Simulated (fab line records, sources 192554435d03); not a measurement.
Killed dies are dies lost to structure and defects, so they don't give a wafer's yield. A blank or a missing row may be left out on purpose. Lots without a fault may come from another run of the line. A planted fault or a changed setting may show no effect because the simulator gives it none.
fab line records | flow n5_finfet
record lots=8 wafers=24 last_day=17
route steps=1938 shown BEOL_M15@1830 MIM_BOT@1832 MIM_TOP_LITHO@1850 MIM_TOP_ETCH@1851 PASSIVATION@1936
lots that met no fault: from a run of the same line without faults
start_h: hours from the record's first day to the start of the lot's first wafer shown | wait_h: hours since the lot's step before | " the same as in the row above | L1.1+2: a row that stands for several wafers | - no value, or no start given | * or withheld: withheld | < > ~ a bound
route shown NAME@n: a module of which the file shows steps, and the number in the route of the first | usual: mean/standard deviation of fault-free wafers | same: alike in all rows | chamber/n: place in a boat | sites: the reading at each site | _std_site: their standard deviation | _edge_site: outer sites' mean less inner sites' | radius_mm: how far each site lies from the wafer's centre | mask NAME#n: copy n | behind: the tool/chamber that last shaped the wafer | hold: why the lot was held/for how many hours/how that ended | device: the transistor (n, p or np) that didn't switch | end of line: the same wafers' tests at the end of the route | a step without rows: its recipe alone | killed: dies lost to structure and defects at the first sort, not the wafer's yield | map: a wafer's dies, x killed, . not, _ none there
set.NAME: the setting as run; set.NAME@STEP: as run at that earlier step | model.NAME: the simulator's own value behind a step, which no gauge read
steps of the route over a sample of lots; a table a step, a row a wafer
services: from which hour (start_h, from the record's first day; less than 0 if before it) a tool's chamber was out of use, for how many hours, and why
## steps
# step N5_BEOL_M15_RC_MEAS_101
# usual COMB_M10=1.5e-11/3e-12 COMB_M11=1.5e-11/2.9e-12 COMB_M11_max_site=2.1e-11/4.9e-12 COMB_M12=7.1e-12/1.5e-12 COMB_M12_max_site=1e-11/2.3e-12 COMB_M13=5.3e-12/9.2e-13 COMB_M14=4.1e-12/7.4e-13 COMB_M14_max_site=5.6e-12/1.1e-12 COMB_M15=3e-12/5.3e-13 COMB_M5=3.7e-11/8.4e-12 COMB_M6=2.6e-11/5.5e-12 COMB_M7=2.5e-11/4.9e-12 COMB_M8=2.6e-11/6.1e-12 COMB_M9=1.5e-11/3.3e-12 SERP_M10=3.04/0.084 SERP_M11=3.07/0.084 SERP_M12=0.636/0.017 SERP_M13=0.308/0.0077 SERP_M14=0.160/0.0046 SERP_M5=38.8/1.7 SERP_M6=13.6/0.56 SERP_M7=13.8/0.58 SERP_M7_max_site=14.4/0.6 SERP_M8=13.6/0.51 SERP_M9=3.09/0.091
# columns lot.wafer tool chamber start_h wait_h COMB_M10[S/m] COMB_M11[S/m] COMB_M11_max_site[S/m] COMB_M12[S/m] COMB_M12_max_site[S/m] COMB_M13[S/m] COMB_M14[S/m] COMB_M14_max_site[S/m] COMB_M15[S/m] COMB_M5[S/m] COMB_M6[S/m] COMB_M7[S/m] COMB_M8[S/m] COMB_M9[S/m] SERP_M10[ohm/um] SERP_M11[ohm/um] SERP_M12[ohm/um] SERP_M13[ohm/um] SERP_M14[ohm/um] SERP_M5[ohm/um] SERP_M6[ohm/um] SERP_M7[ohm/um] SERP_M7_max_site[ohm/um] SERP_M8[ohm/um] SERP_M9[ohm/um]
L128.1 prober-02 0 278.44 0.0 1.31e-11 1.78e-11 2.4e-11 6.4e-12 8.2e-12 6e-12 3.9e-12 6e-12 3.6e-12 3.2e-11 3.7e-11 2.4e-11 2.4e-11 1e-11 3.14 3.01 0.668 0.301 0.161 44.8 14.4 12.7 13.3 13.7 3.12
L128.4 " 0 " " 1.24e-11 1.18e-11 1.5e-11 4.8e-12 1.12e-11 3.6e-12 5.7e-12 8.5e-12 4e-12 4.4e-11 2.5e-11 2.1e-11 3.1e-11 9e-12 3.06 2.96 0.646 0.304 0.161 38.6 12.7 13.9 14.6 13.7 3.10
L128.6 " 0 " " 1.41e-11 1.84e-11 2.1e-11 6.5e-12 8.5e-12 3.6e-12 4.4e-12 5.5e-12 2.8e-12 4e-11 2.1e-11 3.4e-11 1.9e-11 1.2e-11 3.08 2.95 0.631 0.295 0.160 41.2 13.9 13.6 14.0 13.7 3.14
L137.1 prober-02 0 342.32 0.0 1.81e-11 1.4e-11 2e-11 9.4e-12 1.64e-11 4.2e-12 3.9e-12 5.1e-12 2.5e-12 3.4e-11 4.3e-11 2.1e-11 2.4e-11 1.5e-11 2.97 3.09 0.642 0.300 0.155 40.4 13.6 13.1 14.5 12.8 3.14
L137.3 " 0 " " 1.58e-11 1.47e-11 2e-11 6.5e-12 8.5e-12 3.8e-12 4.6e-12 5.5e-12 2.7e-12 3.1e-11 2.9e-11 1.7e-11 2.2e-11 1e-11 3.00 3.15 0.636 0.308 0.155 39.6 13.2 14.1 15.0 13.1 3.21
L137.4 " 0 " " 1.91e-11 1.78e-11 2.3e-11 6.4e-12 8.3e-12 5.8e-12 5.4e-12 6.2e-12 2.6e-12 4.4e-11 2.8e-11 2.1e-11 2.3e-11 1.6e-11 2.96 3.13 0.657 0.318 0.157 42.9 12.7 13.4 14.5 12.8 3.10
L138.1 prober-01 0 343.52 0.9 2.14e-11 1.63e-11 2.3e-11 5.6e-12 6.5e-12 4.8e-12 4.2e-12 6e-12 3.5e-12 4.6e-11 2.2e-11 2.2e-11 3.2e-11 1.7e-11 3.04 3.25 0.633 0.311 0.156 38.7 14.6 14.5 14.7 13.2 3.23
L138.2 " 0 " " 1.3e-11 1.53e-11 2.2e-11 5.7e-12 9.1e-12 6.2e-12 5.2e-12 6.2e-12 3.6e-12 5.1e-11 2.2e-11 2.4e-11 3.7e-11 1.9e-11 2.98 3.08 0.611 0.314 0.157 40.1 13.2 13.8 14.4 13.0 3.13
L138.4 " 0 " " 1.26e-11 1.75e-11 2.3e-11 6.2e-12 6.9e-12 5.8e-12 4.4e-12 7.4e-12 3e-12 3.2e-11 1.8e-11 2.3e-11 4.8e-11 1.3e-11 2.96 2.99 0.652 0.298 0.167 39.8 12.9 14.8 15.2 13.9 2.90
L143.1 prober-02 0 378.76 0.0 1.82e-11 1.49e-11 2e-11 6.1e-12 8.8e-12 4e-12 3.3e-12 4.2e-12 2.4e-12 3.6e-11 2.5e-11 1.5e-11 2.5e-11 1.5e-11 2.94 3.05 0.611 0.301 0.158 34.7 13.2 13.8 14.5 14.4 3.21
L143.4 " 0 " " 1.6e-11 1.37e-11 1.9e-11 6.3e-12 7.6e-12 6.6e-12 4.4e-12 5.8e-12 3.1e-12 3.5e-11 2.5e-11 2.5e-11 2.9e-11 1.5e-11 2.96 3.20 0.643 0.316 0.158 39.9 14.1 13.8 14.2 13.8 3.09
L143.6 " 0 " " 1.28e-11 1.13e-11 1.5e-11 6.3e-12 8.2e-12 5.4e-12 3.5e-12 5.6e-12 2.7e-12 3.2e-11 2.5e-11 2.1e-11 2.4e-11 1e-11 2.93 3.20 0.629 0.300 0.159 36.9 14.3 14.3 14.9 14.6 3.12
L146.1 prober-01 0 395.29 0.0 1.44e-11 1.75e-11 2e-11 1.22e-11 1.62e-11 4.7e-12 4.8e-12 6.1e-12 3.9e-12 4e-11 2.5e-11 2.1e-11 2.1e-11 1.7e-11 3.00 3.11 0.638 0.301 0.153 38.4 13.9 13.6 14.0 12.9 3.07
L146.2 " 0 " " 1.64e-11 2.06e-11 3.2e-11 9.5e-12 1.63e-11 5e-12 3.5e-12 5.4e-12 3.6e-12 3.7e-11 2.8e-11 2.6e-11 2e-11 1.1e-11 3.09 2.95 0.659 0.308 0.157 36.5 14.0 14.1 14.9 13.5 3.00
L146.5 " 0 " " 1.73e-11 2.31e-11 4.6e-11 6.3e-12 1.26e-11 4.4e-12 4.1e-12 4.6e-12 3.2e-12 3.6e-11 2.9e-11 2.9e-11 2.6e-11 1.2e-11 3.10 2.97 0.641 0.310 0.158 38.5 13.7 14.7 14.9 13.0 3.26
L147.2 prober-02 0 395.77 0.2 1.39e-11 1.79e-11 2.4e-11 7e-12 1.03e-11 6.7e-12 3.2e-12 4.5e-12 3e-12 3.6e-11 2.6e-11 2.3e-11 2.9e-11 1.6e-11 3.08 3.04 0.632 0.310 0.159 39.4 14.0 14.9 15.6 12.9 3.10
L147.3 " 0 " " 1.35e-11 1.54e-11 1.9e-11 7.8e-12 9.5e-12 6.5e-12 2.9e-12 3.4e-12 2.4e-12 3.9e-11 2.7e-11 2.6e-11 4.5e-11 1.1e-11 3.02 3.11 0.628 0.307 0.155 39.9 13.5 14.6 15.1 13.3 3.15
L147.4 " 0 " " 2.13e-11 1.89e-11 2.9e-11 7.5e-12 1.02e-11 4.6e-12 3.5e-12 4.9e-12 2.6e-12 3.8e-11 2.4e-11 1.9e-11 3.7e-11 1.8e-11 3.13 3.06 0.662 0.324 0.166 38.8 14.3 13.9 14.8 13.8 3.03
L148.1 prober-01 0 396.52 0.5 8.8e-12 1.39e-11 1.6e-11 6.2e-12 9.2e-12 5.6e-12 4.8e-12 5.2e-12 2.5e-12 2.9e-11 2.6e-11 3.3e-11 2e-11 1.5e-11 3.10 2.98 0.638 0.294 0.158 39.8 12.8 14.6 15.1 13.6 3.11
L148.4 " 0 " " 1.69e-11 2.11e-11 3.3e-11 7.7e-12 1.01e-11 5.6e-12 4.7e-12 6.9e-12 2.8e-12 5.4e-11 2.5e-11 2.1e-11 3e-11 1.6e-11 3.29 2.99 0.682 0.315 0.157 39.5 13.8 14.4 15.0 14.1 3.24
L148.5 " 0 " " 1.52e-11 1.88e-11 2.9e-11 8.2e-12 1.1e-11 5.8e-12 5.3e-12 7e-12 3.8e-12 4.4e-11 3.2e-11 2.6e-11 2.4e-11 1.3e-11 3.09 2.97 0.638 0.303 0.157 41.2 13.4 13.2 14.1 14.8 3.19
L149.2 prober-01 0 399.77 1.7 1.4e-11 1.22e-11 1.9e-11 5.7e-12 7.1e-12 5.9e-12 4.5e-12 6e-12 3.2e-12 6.7e-11 1.7e-11 2.8e-11 2.4e-11 1.6e-11 2.99 3.06 0.642 0.312 0.155 37.2 13.3 14.1 14.6 14.1 2.92
L149.3 " 0 " " 1.8e-11 1.24e-11 1.8e-11 7.3e-12 1.12e-11 6e-12 3.2e-12 3.4e-12 2.6e-12 4.5e-11 1.5e-11 2.6e-11 2.6e-11 1.3e-11 2.97 2.98 0.619 0.313 0.157 39.5 13.2 14.3 14.8 13.7 3.02
L149.4 " 0 " " 1.79e-11 1.47e-11 2e-11 6.6e-12 9.4e-12 5.9e-12 3.3e-12 4.2e-12 2.5e-12 4.5e-11 1.5e-11 2.9e-11 2.4e-11 2e-11 3.18 3.13 0.650 0.299 0.157 37.9 14.0 14.8 15.3 14.0 3.03
# step N5_MIM_BOT_DEGAS_01
# recipe ambient=vacuum temp_c=300 time_s=60
# usual heater_power_w=450/54
# columns lot.wafer tool chamber start_h wait_h heater_power_w
L128.1 pvd_sputter-02 - 279.80 0.4 456
L128.4 " - " " 389
L128.6 " - " " 380
L137.1 pvd_sputter-01 - 344.16 0.9 554
L137.3 " - " " 435
L137.4 " - " " 498
L138.1 pvd_sputter-01 - 344.54 0.0 406
L138.2 " - " " 515
L138.4 " - " " 445
L143.1 pvd_sputter-01 - 380.53 0.8 409
L143.4 " - " " 435
L143.6 " - " " 499
L146.1 pvd_sputter-01 - 398.62 2.3 549
L146.2 " - " " 393
L146.5 " - " " 410
L147.2 pvd_sputter-03 - 398.67 2.1 415
L147.3 " - " " 430
L147.4 " - " " 439
L148.1 pvd_sputter-02 - 398.86 1.4 433
L148.4 " - " " 379
L148.5 " - " " 387
L149.2 pvd_sputter-02 - 402.46 1.9 421
L149.3 " - " " 379
L149.4 " - " " 550
# step N5_MIM_TOP_LITHO_DESCUM_10
# recipe chemistry=O2 time_s=7.9 source_power_w=50 bias_power_w=20 pressure_mtorr=20 rf_frequency_hz=2.712e+07 temp_c=40 o2_flow_sccm=225
# usual drypump_motor_current_A=5.6/0.55 oes_product_au=0.79/0.068 rf_vpp_V=242.8/1.6 showerhead_plenum_p_Torr=2.07/0.085 throttle_valve_pct=20.47/0.2
# columns lot.wafer tool chamber start_h wait_h drypump_motor_current_A oes_product_au rf_hours_counter_h rf_vpp_V showerhead_plenum_p_Torr throttle_valve_pct
L128.1 rie_diel-03 0 281.03 0.1 5.3 0.80 127 242.6 2.03 20.65
L128.4 " 3 " " 5.5 0.69 - 239.4 1.91 20.61
L128.6 " 0 " " 5.3 0.79 - 241.6 2.03 20.65
L137.1 rie_diel-04 1 345.64 0.2 6.1 0.79 117 243.8 2.20 20.28
L137.3 " 2 " " 5.8 0.88 47 242.2 2.06 20.10
L137.4 " 3 " " 6.0 0.84 72 244.7 2.21 20.56
L138.1 rie_diel-05 3 346.41 0.0 4.7 0.76 131 242.4 2.04 20.68
L138.2 " 1 " " 5.8 0.79 145 241.1 2.00 20.59
L138.4 " 2 " " 6.0 0.74 160 242.5 2.09 20.74
L143.1 rie_diel-03 2 384.02 0.1 4.8 0.83 88 243.6 2.04 20.36
L143.4 " 0 " " 5.3 0.76 - 241.7 2.02 20.69
L143.6 " 2 " " 4.8 0.82 - 242.2 2.04 20.34
L146.1 rie_diel-05 3 400.20 0.0 4.7 0.73 150 242.3 2.03 20.72
L146.2 " 0 " " 5.2 0.70 215 241.5 1.98 20.33
L146.5 " 0 " " 5.2 0.69 - 240.9 1.98 20.35
L147.2 rie_diel-04 3 400.24 0.0 5.9 0.83 92 244.9 2.20 20.58
L147.3 " 1 " " 6.1 0.78 135 244.0 2.20 20.31
L147.4 " 0 " " 6.5 0.72 169 243.2 2.17 20.34
L148.1 rie_diel-04 3 400.48 0.0 5.9 0.83 92 245.0 2.20 20.57
L148.4 " 0 " " 6.5 0.72 169 244.9 2.16 20.33
L148.5 " 2 " " 5.7 0.85 - 242.9 2.05 20.14
L149.2 rie_diel-05 2 403.89 0.1 6.0 0.72 180 241.9 2.08 20.75
L149.3 " 3 " " 4.7 0.72 151 241.4 2.03 20.72
L149.4 " 0 " " 5.2 0.70 216 241.3 1.98 20.32
# step N5_MIM_TOP_ETCH_ETCH_00
# recipe chemistry=Cl2/BCl3 target=TiN target_depth_a=385 ion_energy_ev=150 pressure_mtorr=10 icp_w=1000 bias_w=126 Cl2_flow_sccm=53.25 bcl3_flow_sccm=21.75 Ar_flow_sccm=25
# usual bcl3_flow_sccm=21.76/0.067 bias_w=126.0/0.33 drypump_motor_current_A=5.9/0.58 he_backside_leak_sccm=3.4/0.38 mfc_ar_sccm=24.99/0.086 mfc_cl2_sccm=53.25/0.15 oes_product_au=0.81/0.1 throttle_valve_pct=22.65/0.26
# columns lot.wafer tool chamber start_h wait_h bcl3_flow_sccm bias_w drypump_motor_current_A he_backside_leak_sccm mfc_ar_sccm mfc_cl2_sccm oes_product_au rf_hours_counter_h throttle_valve_pct
L128.1 rie_metal-03 1 281.11 0.1 21.80 125.6 6.1 3.6 25.02 53.23 0.77 57 22.70
L128.4 " 0 " " 21.81 125.8 6.1 3.7 24.94 53.34 0.66 - 22.55
L128.6 " 1 " " 21.79 126.0 6.1 3.5 25.11 53.44 0.77 - 22.72
L137.1 rie_metal-03 1 345.73 0.1 21.82 126.4 6.1 3.5 25.00 53.09 0.75 63 22.72
L137.3 " 1 " " 21.75 126.4 6.1 3.5 25.01 53.24 0.76 - 22.70
L137.4 " 0 " " 21.90 126.1 6.2 3.7 25.08 53.20 0.65 - 22.56
L138.1 rie_metal-01 1 346.50 0.1 21.77 126.2 6.3 3.1 25.05 53.11 0.90 6 23.03
L138.2 " 0 " " 21.63 125.9 5.4 3.2 24.99 53.18 0.83 31 22.25
L138.4 " 0 " " 21.80 125.8 5.4 3.4 25.01 53.48 0.82 - 22.24
L143.1 rie_metal-03 0 384.10 0.1 21.74 147.9 6.2 3.6 24.89 53.51 0.67 97 22.57
L143.4 " 0 " " 21.78 147.1 6.2 3.5 24.98 53.17 0.67 - 22.56
L143.6 " 0 " " 21.76 147.8 6.2 3.6 24.94 53.14 0.67 - 22.56
L146.1 rie_metal-03 1 400.29 0.1 21.73 125.7 6.1 3.5 24.98 53.33 0.74 68 22.72
L146.2 " 0 " " 21.88 147.0 6.2 3.7 24.90 53.04 0.66 98 22.56
L146.5 " 1 " " 21.71 126.3 6.1 3.6 25.05 53.24 0.74 - 22.75
L147.2 rie_metal-02 1 400.32 0.1 21.67 126.4 6.6 3.6 25.00 53.27 0.76 41 22.63
L147.3 " 0 " " 21.83 125.7 5.1 3.2 25.05 53.30 0.97 - 22.78
L147.4 " 1 " " 21.72 125.9 6.6 3.6 24.94 53.33 0.76 - 22.62
L148.1 rie_metal-02 0 400.56 0.1 21.76 125.9 5.1 4.9 24.98 53.27 0.96 3 22.77
L148.4 " 0 " " 21.74 125.9 5.1 3.3 25.02 53.18 0.96 - 22.77
L148.5 " 0 " " 21.83 125.5 5.1 3.3 25.07 53.28 0.96 - 22.77
L149.2 rie_metal-02 0 403.98 0.1 21.63 126.3 5.1 3.2 24.83 53.16 0.96 3 22.77
L149.3 " 0 " " 21.67 126.1 5.1 3.3 24.98 53.22 0.97 - 22.74
L149.4 " 1 " " 21.72 125.8 6.6 3.5 24.87 53.18 0.76 - 22.63
# step N5_PASSIVATION_PROBE_49
# usual defect_limited_yield=91.2/1.5 killed_at_M0_to_M3=34/11 killed_at_M4_up=14/5.4 killed_at_contacts=12/5.9 killed_at_front_end=40/12 killed_at_other=4/3.3 killed_dies=103/18 killed_open=68/13 killed_short=34/7.5 sort_bin_5_function=5.1/1 sort_bin_6_memory=3.3/0.7 sort_bin_8_speed=0.03/0.27 sort_n_pass=1076/18 sort_yield_pct=91.2/1.5
# same gross_dies=1180 killed_at_back_side=0 sort_bin_4_leakage[%]=0
# columns lot.wafer tool chamber start_h wait_h defect_limited_yield[%] killed_at_M0_to_M3 killed_at_M4_up killed_at_contacts killed_at_front_end killed_at_other killed_dies killed_open killed_short sort_bin_5_function[%] sort_bin_6_memory[%] sort_bin_8_speed[%] sort_n_pass sort_yield_pct[%]
L128.1 prober-02 - 292.20 0.0 89.7 26 7 10 73 5 121 84 35 6.1 3.7 0 1059 89.7
L128.4 prober-02 - 292.35 0.2 88.1 26 7 14 91 2 140 95 44 6.1 5.4 0 1040 88.1
L128.6 prober-02 - 292.45 0.3 85.5 20 12 28 98 13 171 101 69 8.4 5.7 0 1009 85.5
L137.1 prober-01 - 356.39 0.0 90.3 43 18 17 31 6 115 82 32 5.3 4.2 0 1065 90.3
L137.3 prober-01 - 356.49 0.1 91.4 32 18 17 31 4 102 69 31 5.2 3.1 3.22 1040 88.1
L137.4 prober-01 - 356.54 0.2 88.5 48 23 12 34 19 136 93 42 6.9 4.3 0 1044 88.5
L138.1 prober-01 - 359.48 0.0 92.0 27 21 4 41 1 94 66 28 5.0 2.6 0 1086 92.0
L138.2 prober-01 - 359.53 0.1 92.5 31 12 9 36 1 89 51 36 4.1 2.9 0 1091 92.5
L138.4 prober-01 - 359.63 0.2 90.8 26 28 10 42 3 109 75 33 5.3 3.6 0 1071 90.8
L143.1 prober-01 - 396.22 0.6 89.7 37 28 14 33 10 122 81 38 6.0 3.8 0 1058 89.7
L143.4 prober-01 - 396.37 0.7 90.5 31 16 12 44 9 112 74 33 5.7 3.6 0.34 1064 90.2
L143.6 prober-01 - 396.47 0.8 92.0 23 19 5 39 8 94 55 34 3.9 3.7 0 1086 92.0
L148.1 prober-01 - 414.44 0.0 90.4 41 9 6 50 7 113 65 46 5.7 3.4 0 1067 90.4
L148.4 prober-01 - 414.59 0.2 92.2 37 14 4 34 3 92 57 32 4.6 2.8 0 1088 92.2
L148.5 prober-01 - 414.64 0.2 93.1 33 8 4 34 2 81 50 31 4.0 2.6 0 1099 93.1
L146.1 prober-02 - 416.33 0.0 91.7 13 16 19 46 4 98 53 44 4.6 3.4 0 1082 91.7
L146.2 prober-02 - 416.38 0.1 93.7 17 12 19 23 3 74 51 23 4.2 1.9 0 1106 93.7
L146.5 prober-02 - 416.53 0.2 94.2 17 11 11 29 0 68 45 23 3.6 1.9 0 1112 94.2
L149.2 prober-01 - 416.38 0.1 91.8 39 19 8 30 1 97 60 37 4.7 3.6 0 1083 91.8
L149.3 prober-01 - 416.43 0.1 90.3 52 16 15 30 1 114 77 37 5.7 3.8 0 1066 90.3
L149.4 prober-01 - 416.48 0.2 89.5 48 15 19 40 2 124 85 39 6.4 3.9 0 1056 89.5
L147.2 prober-01 - 416.68 0.4 91.7 40 19 8 29 2 98 74 24 4.4 3.6 0 1082 91.7
L147.3 prober-01 - 416.73 0.4 92.3 44 1 8 37 1 91 59 32 4.6 3.0 0 1089 92.3
L147.4 prober-01 - 416.78 0.5 90.6 36 8 9 49 9 111 78 33 6.0 3.2 0 1069 90.6
# killed by level:class
L128.1 FIN_SAQP:geometric_particle:open=18 STI_FIN_REVEAL:geometric_particle:open=16 BEOL_M0_SAQP:geometric_particle:short=14 GATE_CUT:geometric_particle:short=10 MOL_CONTACT_COAG:geometric_particle:open=8 DUMMY_GATE:geometric_particle:open=7 FIN_SAQP:geometric_particle:short=6 BEOL_M2:geometric_particle:open=5
L128.4 STI_FIN_REVEAL:geometric_particle:open=28 FIN_SAQP:geometric_particle:short=18 FIN_SAQP:geometric_particle:open=16 MOL_CONTACT_COAG:geometric_particle:open=10 GATE_CUT:geometric_particle:open=9 GATE_CUT:geometric_particle:short=8 BEOL_M0_SAQP:geometric_particle:open=8 DUMMY_GATE:geometric_particle:open=4
L128.6 MOL_CONTACT_COAG:geometric_particle:open=21 STI_FIN_REVEAL:geometric_particle:open=19 GATE_CUT:geometric_particle:short=18 FIN_SAQP:geometric_particle:short=17 FIN_SAQP:geometric_particle:open=13 BEOL_M2:geometric_particle:open=8 GATE_CUT:geometric_particle:open=7 MOL_CONTACT_COAG:geometric_particle:short=7
L137.1 MOL_CONTACT_COAG:geometric_particle:open=16 STI_FIN_REVEAL:geometric_particle:open=10 BEOL_M3:geometric_particle:open=9 BEOL_M1:geometric_particle:open=8 BEOL_M0_SAQP:geometric_particle:short=7 BEOL_M2:geometric_particle:open=6 BEOL_M4:geometric_particle:open=6 BEOL_M0_SAQP:geometric_particle:open=5
L137.3 MOL_CONTACT_COAG:geometric_particle:open=12 BEOL_M4:geometric_particle:open=10 DUMMY_GATE:geometric_particle:open=8 BEOL_M0_SAQP:geometric_particle:open=7 BEOL_M3:geometric_particle:open=6 STARTING-WAFER:geometric_particle:short=6 MOL_CONTACT_COAG:geometric_particle:short=5 STI_FIN_REVEAL:geometric_particle:open=5
L137.4 BEOL_M0_SAQP:geometric_particle:open=18 BEOL_M0_SAQP:geometric_particle:short=12 BEOL_M4:geometric_particle:open=11 MOL_CONTACT_COAG:geometric_particle:open=10 FIN_SAQP:geometric_particle:open=9 DUMMY_GATE:geometric_particle:open=9 STI_FIN_REVEAL:geometric_particle:open=8 BEOL_M3:geometric_particle:open=8
L138.1 BEOL_M4:geometric_particle:open=11 FIN_SAQP:geometric_particle:open=10 FIN_SAQP:geometric_particle:short=7 BEOL_M0_SAQP:geometric_particle:open=6 BEOL_M2:geometric_particle:open=6 STI_FIN_REVEAL:geometric_particle:open=5 BEOL_M3:geometric_particle:open=5 BEOL_M0_SAQP:geometric_particle:short=4
L138.2 BEOL_M0_SAQP:geometric_particle:short=11 BEOL_M0_SAQP:geometric_particle:open=10 ILD0:geometric_particle:short=8 MOL_CONTACT_COAG:geometric_particle:open=8 FIN_SAQP:geometric_particle:open=5 FIN_SAQP:geometric_particle:short=5 STI_FIN_REVEAL:geometric_particle:open=4 BEOL_M3:geometric_particle:open=4
L138.4 BEOL_M4:geometric_particle:open=17 FIN_SAQP:geometric_particle:short=16 FIN_SAQP:geometric_particle:open=14 MOL_CONTACT_COAG:geometric_particle:open=10 BEOL_M0_SAQP:geometric_particle:open=7 BEOL_M0:geometric_particle:open=6 ILD0:geometric_particle:short=4 BEOL_M0_SAQP:geometric_particle:short=4
L143.1 BEOL_M2:geometric_particle:open=16 BEOL_M4:geometric_particle:open=13 MOL_CONTACT_COAG:geometric_particle:open=11 FIN_SAQP:geometric_particle:open=9 FIN_SAQP:geometric_particle:short=8 BEOL_M4:geometric_particle:short=7 BEOL_M1:geometric_particle:open=6 MIM_TOP:geometric_particle:open=5
L143.4 FIN_SAQP:geometric_particle:short=9 STI_FIN_REVEAL:geometric_particle:open=9 FIN_SAQP:geometric_particle:open=7 DUMMY_GATE:geometric_particle:open=7 BEOL_M1:geometric_particle:open=7 BEOL_M3:geometric_particle:open=7 BEOL_M4:geometric_particle:open=7 MOL_CONTACT_COAG:geometric_particle:open=6
L143.6 FIN_SAQP:geometric_particle:open=9 BEOL_M4:geometric_particle:open=9 GATE_CUT:geometric_particle:short=7 BEOL_M0_SAQP:geometric_particle:open=7 FIN_SAQP:geometric_particle:short=6 BEOL_M2:geometric_particle:open=5 MOL_CONTACT_COAG:geometric_particle:open=4 PAD_METAL:geometric_particle:short=4
L148.1 BEOL_M0_SAQP:geometric_particle:short=16 FIN_SAQP:geometric_particle:short=13 STI_FIN_REVEAL:geometric_particle:open=13 BEOL_M0_SAQP:geometric_particle:open=9 FIN_SAQP:geometric_particle:open=8 BEOL_M1:geometric_particle:open=7 BEOL_M3:geometric_particle:open=5 STI_FIN_REVEAL:geometric_particle:short=4
L148.4 BEOL_M1:geometric_particle:open=13 FIN_SAQP:geometric_particle:short=9 BEOL_M3:geometric_particle:open=9 BEOL_M4:geometric_particle:open=7 STI_FIN_REVEAL:geometric_particle:open=6 GATE_CUT:geometric_particle:short=5 BEOL_M0_SAQP:geometric_particle:open=5 FIN_SAQP:geometric_particle:open=4
L148.5 BEOL_M0_SAQP:geometric_particle:open=10 FIN_SAQP:geometric_particle:short=7 FIN_SAQP:geometric_particle:open=6 BEOL_M2:geometric_particle:open=6 BEOL_M0_SAQP:geometric_particle:short=5 BEOL_M1:geometric_particle:open=5 MOL_CONTACT_COAG:geometric_particle:open=4 STI_FIN_REVEAL:geometric_particle:open=3
L146.1 MOL_CONTACT_COAG:geometric_particle:open=15 GATE_CUT:geometric_particle:short=14 FIN_SAQP:geometric_particle:short=12 BEOL_M4:geometric_particle:open=9 GATE_CUT:geometric_particle:open=7 BEOL_M3:geometric_particle:open=5 MOL_CONTACT_COAG:geometric_particle:short=4 BEOL_M4:geometric_particle:short=4
L146.2 MOL_CONTACT_COAG:geometric_particle:open=16 BEOL_M1:geometric_particle:open=6 GATE_CUT:geometric_particle:short=4 BEOL_M3:geometric_particle:open=4 BEOL_M4:geometric_particle:open=4 FIN_SAQP:geometric_particle:short=3 STI_FIN_REVEAL:geometric_particle:open=3 MOL_CONTACT_COAG:geometric_particle:short=3
L149.2 STI_FIN_REVEAL:geometric_particle:open=10 BEOL_M0_SAQP:geometric_particle:short=10 BEOL_M0_SAQP:geometric_particle:open=9 BEOL_M1:geometric_particle:open=8 BEOL_M4:geometric_particle:short=7 FIN_SAQP:geometric_particle:short=5 MOL_CONTACT_COAG:geometric_particle:open=5 BEOL_M0:geometric_particle:open=5
L149.3 BEOL_M0_SAQP:geometric_particle:short=14 MOL_CONTACT_COAG:geometric_particle:open=13 BEOL_M2:geometric_particle:open=10 STI_FIN_REVEAL:geometric_particle:open=8 BEOL_M3:geometric_particle:open=8 BEOL_M0_SAQP:geometric_particle:open=7 BEOL_M0:geometric_particle:short=5 BEOL_M1:geometric_particle:open=5
L149.4 MOL_CONTACT_COAG:geometric_particle:open=16 FIN_SAQP:geometric_particle:open=12 FIN_SAQP:geometric_particle:short=10 BEOL_M0_SAQP:geometric_particle:short=9 BEOL_M0_SAQP:geometric_particle:open=8 BEOL_M2:geometric_particle:open=8 BEOL_M3:geometric_particle:open=8 BEOL_M4:geometric_particle:open=8
L146.5 MOL_CONTACT_COAG:geometric_particle:open=7 FIN_SAQP:geometric_particle:open=6 GATE_CUT:geometric_particle:short=5 BEOL_M0_SAQP:geometric_particle:open=5 STARTING-WAFER:geometric_particle:open=4 MOL_CONTACT_COAG:geometric_particle:short=4 BEOL_M3:geometric_particle:open=4 BEOL_M4:geometric_particle:open=4
L147.2 BEOL_M0_SAQP:geometric_particle:open=10 BEOL_M0_SAQP:geometric_particle:short=9 FIN_SAQP:geometric_particle:open=8 MOL_CONTACT_COAG:geometric_particle:open=8 STI_FIN_REVEAL:geometric_particle:open=7 BEOL_M3:geometric_particle:open=7 BEOL_M5:geometric_particle:open=6 DUMMY_GATE:geometric_particle:open=5
L147.3 STI_FIN_REVEAL:geometric_particle:open=9 BEOL_M2:geometric_particle:open=9 MOL_CONTACT_COAG:geometric_particle:open=8 BEOL_M0_SAQP:geometric_particle:short=8 BEOL_M3:geometric_particle:open=7 FIN_SAQP:geometric_particle:short=6 BEOL_M0:geometric_particle:open=6 BEOL_M3:geometric_particle:short=5
L147.4 BEOL_M2:geometric_particle:open=17 FIN_SAQP:geometric_particle:open=8 STI_FIN_REVEAL:geometric_particle:open=8 MOL_CONTACT_COAG:geometric_particle:open=7 FIN_SAQP:geometric_particle:short=6 GATE_CUT:geometric_particle:open=6 BEOL_M3:geometric_particle:open=6 BEOL_M0_SAQP:geometric_particle:open=5
## services
# columns tool chamber start_h hours kind
rie_diel-03 1 258.58 - clean
rie_diel-03 1 258.58 - consumable_replace:focus_ring
rie_diel-03 1 258.58 25.3 scheduled_down
rie_diel-03 1 258.58 25.3 vent_cycle
rie_metal-03 - 262.60 0.2 repair
pvd_sputter-02 - 281.96 0.5 repair
rie_diel-03 - 282.27 14.6 pm
rie_diel-05 - 290.03 0.5 repair
rie_diel-04 - 306.33 0.4 repair
rie_metal-02 0 351.64 - clean
rie_metal-02 0 351.64 13.3 scheduled_down
rie_metal-02 0 351.64 13.3 vent_cycle
rie_diel-03 3 374.28 19.2 repair
## key
first_sign step=N5_MIM_TOP_ETCH_ETCH_00 reading=bias_w direction=up sigmas=64 usual=* struck=*
effect none on later readings
met_at N5_MIM_TOP_ETCH_ETCH_00
struck_lots L143,L146
struck_wafers L143.1,L143.4,L143.6,L146.2
not_acting_at N5_BEOL_M15_RC_MEAS_101,N5_MIM_BOT_DEGAS_01,N5_MIM_TOP_LITHO_DESCUM_10
onset_between 345.73 384.10
fault kind=process_parameter_drift tool=rie_metal-03 chamber=0 onset_h=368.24 steps=N5_MIM_TOP_ETCH_ETCH_00 channel=bias_w offset=* shape=step end_h=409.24 acts_in=* stated=*
